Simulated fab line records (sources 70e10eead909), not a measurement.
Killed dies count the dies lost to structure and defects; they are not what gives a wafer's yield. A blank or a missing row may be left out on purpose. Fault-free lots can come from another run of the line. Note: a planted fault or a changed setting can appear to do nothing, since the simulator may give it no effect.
Which of the tools did it?    flow nand_harc    Sampling: 12 lots, 36 wafers, 5 of 1159 route steps

== WHAT THE GAUGES SHOWED, per wafer ==
NHARC_P_BONDPAD_INSPECT_23.
lot   measured      on                 raw_defect_count
L464  day 6 06:13   defect_inspect-02  211 182 258
L465  day 7 10:37   defect_inspect-02  176 283 471
L470  day 8 04:11   defect_inspect-01  332 318 208
L472  day 8 09:34   defect_inspect-02  486 512 455
L476  day 9 16:29   defect_inspect-01  373 351 192
L474  day 9 17:47   defect_inspect-02  212 308 260
L479  day 10 07:59  defect_inspect-01  303 347 297
L481  day 10 15:14  defect_inspect-01  281 252 480
L483  day 11 00:20  defect_inspect-02  402 364 334
L484  day 11 06:29  defect_inspect-01  365 345 261
L486  day 11 17:52  defect_inspect-02  291 282 313
L487  day 12 20:20  defect_inspect-02  216 247 322

NHARC_A_ONON_D1_THK_MEAS_18: measures by ellipsometry.
lot   measured      on             thk_nm (nm)
L464  day 7 19:09   film_metro-02  1005 1004 1004
L465  day 8 20:10   film_metro-02  999 1000 1000
L470  day 9 12:07   film_metro-02  1007 1004 1006
L472  day 9 18:50   film_metro-02  1007 1007 1003
L476  day 11 01:44  film_metro-01  1849 1847 1847 1847 1847 1848
L474  day 11 01:44  film_metro-02  997 996 998
L479  day 11 15:21  film_metro-01  1840 1840 1839 1840 1840 1840
L481  day 11 23:52  film_metro-01  997 995 995
L483  day 12 10:40  film_metro-01  1001 999 1001
L484  day 12 16:55  film_metro-02  988 989 990
L486  day 13 03:53  film_metro-01  1004 1002 1001
L487  day 14 06:33  film_metro-02  1006 1005 1004

== TOOL THAT RAN EACH LOT (tool first, then ch and the chambers of the sampled wafers, then the start) ==
lot   NHARC_P_BONDPAD_ANNEAL_28         NHARC_A_ZERO_WELL_ETCH_19           NHARC_A_ONON_D1_DEP_16
L464  rtp_anneal-02 ch 0, day 6 05:20   rie_diel-05 ch 1,3, day 6 07:47     pecvd_onon-02 ch 0, day 7 18:38
L465  rtp_anneal-01 ch 0, day 7 09:47   rie_diel-01 ch 0,1,3, day 7 12:13   pecvd_onon-02 ch 0, day 8 19:43
L470  rtp_anneal-02 ch 0, day 8 03:19   rie_diel-05 ch 1,3, day 8 05:37     pecvd_onon-02 ch 0, day 9 11:36
L472  rtp_anneal-01 ch 0, day 8 08:41   rie_diel-07 ch 1,3, day 8 11:07     pecvd_onon-01 ch 0, day 9 18:20
L476  rtp_anneal-02 ch 0, day 9 15:40   rie_diel-05 ch 0,2,3, day 9 17:58   pecvd_onon-02 ch 0, day 11 01:17
L474  rtp_anneal-01 ch 0, day 9 16:53   rie_diel-07 ch 1,2,3, day 9 19:22   pecvd_onon-01 ch 0, day 11 01:13
L479  rtp_anneal-02 ch 0, day 10 07:06  rie_diel-01 ch 0,1,3, day 10 09:36  pecvd_onon-02 ch 0, day 11 14:50
L481  rtp_anneal-02 ch 0, day 10 14:28  rie_diel-01 ch 0,1, day 10 16:49    pecvd_onon-04 ch 0, day 11 23:28
L483  rtp_anneal-01 ch 0, day 10 23:29  rie_diel-01 ch 0,1,3, day 11 01:47  pecvd_onon-01 ch 0, day 12 10:13
L484  rtp_anneal-01 ch 0, day 11 05:36  rie_diel-01 ch 1,2, day 11 08:02    pecvd_onon-01 ch 0, day 12 16:24
L486  rtp_anneal-02 ch 0, day 11 16:58  rie_diel-05 ch 1,3, day 11 19:25    pecvd_onon-04 ch 0, day 13 03:23
L487  rtp_anneal-02 ch 0, day 12 19:28  rie_diel-05 ch 1,2,3, day 12 21:54  pecvd_onon-04 ch 0, day 14 06:02
- NHARC_P_BONDPAD_ANNEAL_28: time 90 s.
- NHARC_A_ZERO_WELL_ETCH_19: etches the open film in N2/H2, target depth 80 nm, overetch 24 nm, time 87.88 s.
- NHARC_A_ONON_D1_DEP_16: target thk 1000 nm.

== WHAT THE TOOLS THEMSELVES READ (means of the sampled wafers that have a number; where no wafer has one, the mark that the record gives instead) ==
NHARC_P_BONDPAD_ANNEAL_28.
lot   tool           wafer_temp_C_max
L464  rtp_anneal-02  225.59
L465  rtp_anneal-01  225.85
L470  rtp_anneal-02  225.50
L472  rtp_anneal-01  226.15
L476  rtp_anneal-02  225.56
L474  rtp_anneal-01  225.87
L479  rtp_anneal-02  225.72
L481  rtp_anneal-02  225.77
L483  rtp_anneal-01  226.03
L484  rtp_anneal-01  225.88
L486  rtp_anneal-02  225.58
L487  rtp_anneal-02  225.70

NHARC_A_ZERO_WELL_ETCH_19.
lot   tool         drypump_motor_current_A (A)  oes_product_au (a.u.)  rf_fwd_power_W (W)  rf_vpp_V (V)  showerhead_plenum_p_Torr (Torr)  throttle_valve_pct (%)
L464  rie_diel-05  5.4                          0.999                  397.4               432.5         2.11                             14.170
L465  rie_diel-01  5.7                          0.996                  396.1               430.0         2.01                             14.163
L470  rie_diel-05  5.4                          0.992                  397.9               432.5         2.11                             14.178
L472  rie_diel-07  5.4                          1.004                  397.8               432.8         2.12                             14.179
L476  rie_diel-05  5.9                          0.995                  396.5               431.2         2.06                             14.171
L474  rie_diel-07  5.5                          1.006                  397.2               433.6         2.13                             14.172
L479  rie_diel-01  5.7                          0.985                  395.3               429.7         2.00                             14.171
L481  rie_diel-01  5.5                          1.003                  395.7               428.3         1.96                             14.175
L483  rie_diel-01  5.7                          0.994                  397.2               429.9         2.00                             14.172
L484  rie_diel-01  5.4                          0.998                  397.4               427.9         1.93                             14.169
L486  rie_diel-05  5.4                          0.996                  397.6               432.3         2.11                             14.168
L487  rie_diel-05  5.9                          0.995                  397.7               431.0         2.07                             14.170

NHARC_A_ONON_D1_DEP_16.
lot   tool           nh3_flow_sccm (sccm)  sih4_flow_sccm (sccm)
L464  pecvd_onon-02  498.7                 210.4
L465  pecvd_onon-02  500.4                 210.9
L470  pecvd_onon-02  497.6                 209.6
L472  pecvd_onon-01  499.3                 209.6
L476  pecvd_onon-02  501.2                 209.7
L474  pecvd_onon-01  498.6                 210.4
L479  pecvd_onon-02  498.8                 210.2
L481  pecvd_onon-04  499.0                 210.3
L483  pecvd_onon-01  498.4                 210.3
L484  pecvd_onon-01  500.8                 210.3
L486  pecvd_onon-04  498.3                 210.0
L487  pecvd_onon-04  500.1                 211.3

== THE ANSWER, worked out from the rows above alone ==
Rule: the lots themselves supply what counts as usual. Put in order of their means at a reading, lots are off if they are a third of the lots or fewer, leave a main group of 4 or more, and stand apart from it by a gap of 3 or more times the standard deviation of the main group's means; of several such gaps the widest counts. Not used: any main group whose means are identical at the precision the tables above print for the reading. A lot without any number at a reading at which 4 lots or more have one is off too. Any other lot the step has rows for is counted as sound. After the gauges, taken in route order, come the tools' own readings; for these a lot's mean is taken, as printed above. At the first step where some lot is off, the reading lying furthest off is the one used; lots without a number count as furthest.
Off, at NHARC_A_ONON_D1_THK_MEAS_18 on thk_nm: L476, L479. Mean 1000 nm and standard deviation 5.1 in the main group.
If a tool, at a process step before that reading, ran all the lots that are off and no sound lot after the first of them, it fits. Those tools and the gauges at NHARC_A_ONON_D1_THK_MEAS_18 are tried in the same way. One candidate fits, namely pecvd_onon-02 at NHARC_A_ONON_D1_DEP_16. A fault onset in the window from L470 (day 9 11:36, its last sound lot) to L476 (day 11 01:17, its first lot off) fits.

== WHAT HAD BEEN PUT IN BY THE SIMULATOR ==
pecvd_onon-02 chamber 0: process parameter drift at NHARC_A_ONON_D1_DEP_16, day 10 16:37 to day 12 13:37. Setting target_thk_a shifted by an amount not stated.
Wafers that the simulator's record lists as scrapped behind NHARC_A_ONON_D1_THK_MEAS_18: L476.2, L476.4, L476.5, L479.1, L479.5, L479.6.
Struck lots among those shown: L476, L479. The rule above reached the same finding.
